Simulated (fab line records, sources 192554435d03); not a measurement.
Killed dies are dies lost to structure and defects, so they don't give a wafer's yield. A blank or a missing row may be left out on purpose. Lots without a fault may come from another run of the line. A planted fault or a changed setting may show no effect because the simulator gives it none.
A struck lot beside a sound one | flow n5_finfet | 24 steps out of a route of 1938
Sound: wafers L249.1, L249.3, L249.5. Struck: wafers L253.3, L253.4, L253.6. The cause comes at the end.
At each step with rows: each side's tool, then ch and its chambers, then its first start. Under that, the readings that differ: sound wafers | struck wafers | difference of the means | sigmas: that difference in standard deviations of wafers without a fault.
alike: readings whose means differ by less than 2 such deviations, and words and numbers that are the same on both sides. not compared: withheld readings, readings that some wafer has no value for, bounds like >300 that may hide the same value, and numbers for which the record gives no deviation and whose values overlap.
The two part at a step that has a row with sigmas, a row that says differs or no value, or rows on one side only. Numbers that don't overlap but have no deviation are shown without sigmas and don't part them. A reading that every wafer of one side lacks parts them only if that side has two wafers or more.

first, 11 steps without rows for these wafers: N5_WELL_APT_OXIDE_STRIP_42 (strips SiO2 in dHF, time 45 s, target depth 12 nm); N5_WELL_APT_PRECLEAN_36 (cleans in O3/DIW, time 45 s); N5_WELL_APT_PRECLEAN_39 (cleans in dHF, time 60 s); N5_WELL_APT_SRD_37 (time 30 s); N5_WELL_APT_EPI_41 (deposits Si from SiH4/H2, target thk 50 nm, time 297.7 s); N5_PMOS_HMC_CHANNEL_EPI_HM_DEP_34 (deposits SiO2 from TEOS/O2, target thk 36 nm, time 6.9 s); N5_PMOS_HMC_CHANNEL_EPI_COAT_31 (time 60 s, resist thk 66 nm); N5_PMOS_HMC_CHANNEL_EPI_COAT_03 (resist thk 205 nm); N5_PMOS_HMC_CHANNEL_EPI_EBR_05; N5_PMOS_HMC_CHANNEL_EPI_SOFTBAKE_04 (time 60 s); N5_PMOS_HMC_CHANNEL_EPI_EXPOSE_06 (exposes mask PMOS HMC BLK, target cd 240 nm).
N5_PMOS_HMC_CHANNEL_EPI_PEB_07: peb time 60 s.
  sound on litho_track-02 ch 0, day 3 23:02; struck on litho_track-02 ch 0, day 4 23:56
  reading                  | sound                | struck               | difference | sigmas
  heater_power_total_W (W) | 174.4 172.9 173.1    | 185.1 182.7 184.2    | +10.5      | +7
  plate_temp_C (C)         | 110.20 110.09 110.11 | 114.33 114.65 114.51 | +4.36      | +36
then, 1 step without rows for these wafers: N5_PMOS_HMC_CHANNEL_EPI_DEVELOP_08 (develop time 30 s).
N5_PMOS_HMC_CHANNEL_EPI_CD_MEAS_09: target cd 237.4 nm.
  sound on cd_sem-03 ch 0, day 3 23:07; struck on cd_sem-03 ch 0, day 4 23:59
  reading    | sound             | struck            | difference | sigmas
  cd_nm (nm) | 238.7 237.1 238.8 | 250.5 249.9 249.1 | +11.6      | +11
N5_PMOS_HMC_CHANNEL_EPI_DESCUM_14: chemistry O2, time 7.9 s.
  sound on rie_diel-05 ch 0,2,3, day 3 23:29; struck on rie_diel-05 ch 1,2, day 5 00:05
  reading                               | sound             | struck          | difference | sigmas
  model.PMOS_HMC_CHANNEL_EPI.cd_nm (nm) | 238.5 237.1 239.2 | 250 249.8 249.3 | +11        |
  alike: drypump_motor_current_A, oes_product_au, rf_vpp_V, showerhead_plenum_p_Torr, throttle_valve_pct
  not compared: rf_hours_counter_h
then, 5 steps without rows for these wafers: N5_PMOS_HMC_CHANNEL_EPI_ETCH_32 (etches BARC in N2/H2, stops on SiO2, target depth 85.8 nm, time 50.3 s); N5_PMOS_HMC_CHANNEL_EPI_HM_OPEN_15 (chemistry CHF3/O2, target SiO2, target depth 40.6 nm, time 20.3 s); N5_PMOS_HMC_CHANNEL_EPI_STRIP_33 (strips in N2/H2); N5_PMOS_HMC_CHANNEL_EPI_STRIP_17 (strips in SPM, time 750 s); N5_PMOS_HMC_CHANNEL_EPI_ETCH_38 (etches SiO2 in CF4, target depth 1.5 nm).
N5_PMOS_HMC_CHANNEL_EPI_FIN_RECESS_16: chemistry HBr/Cl2, target Si, target depth 54 nm, time 18 s.
  sound on rie_si-06 ch 1,2,3, day 3 23:56; struck on rie_si-06 ch 1,3, day 5 00:32
  reading                               | sound             | struck            | difference | sigmas
  model.PMOS_HMC_CHANNEL_EPI.cd_nm (nm) | 242.2 240.3 240.8 | 253.9 251.8 252.8 | +11.7      |
  alike: drypump_motor_current_A, oes_product_au, throttle_valve_pct
  not compared: rf_hours_counter_h
then, 1 step without rows for these wafers: N5_PMOS_HMC_CHANNEL_EPI_PRECLEAN_36 (cleans in O3/DIW, time 45 s).
-- the record jumps here: 6 days lie between the struck wafers' starts before and after (it left off in module PMOS_HMC_CHANNEL_EPI and takes up again in module BEOL_M4, whose first step shown is number 1111 of the route) --
N5_BEOL_M4_RC_MEAS_101:
  sound on prober-01 ch 0, day 9 17:12; struck on prober-02 ch 0, day 11 02:26
  reading   | sound          | struck         | difference | sigmas
  VT_P (mV) | -255 -256 -256 | -249 -249 -247 | +7         | +2
  alike: DIBL_N, DIBL_P, IOFF_N, IOFF_P, ION_N, ION_P, SS_N, SS_P, VT_N
then, 1 step without rows for these wafers: N5_PASSIVATION_PROBE_49.

WHERE THEY PART
First at N5_PMOS_HMC_CHANNEL_EPI_PEB_07; last, within this record, at N5_BEOL_M4_RC_MEAS_101.

WHY: what the simulator had put in
Process parameter drift: litho_track-02, from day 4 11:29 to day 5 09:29, at N5_PMOS_HMC_CHANNEL_EPI_PEB_07. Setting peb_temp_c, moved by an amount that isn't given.
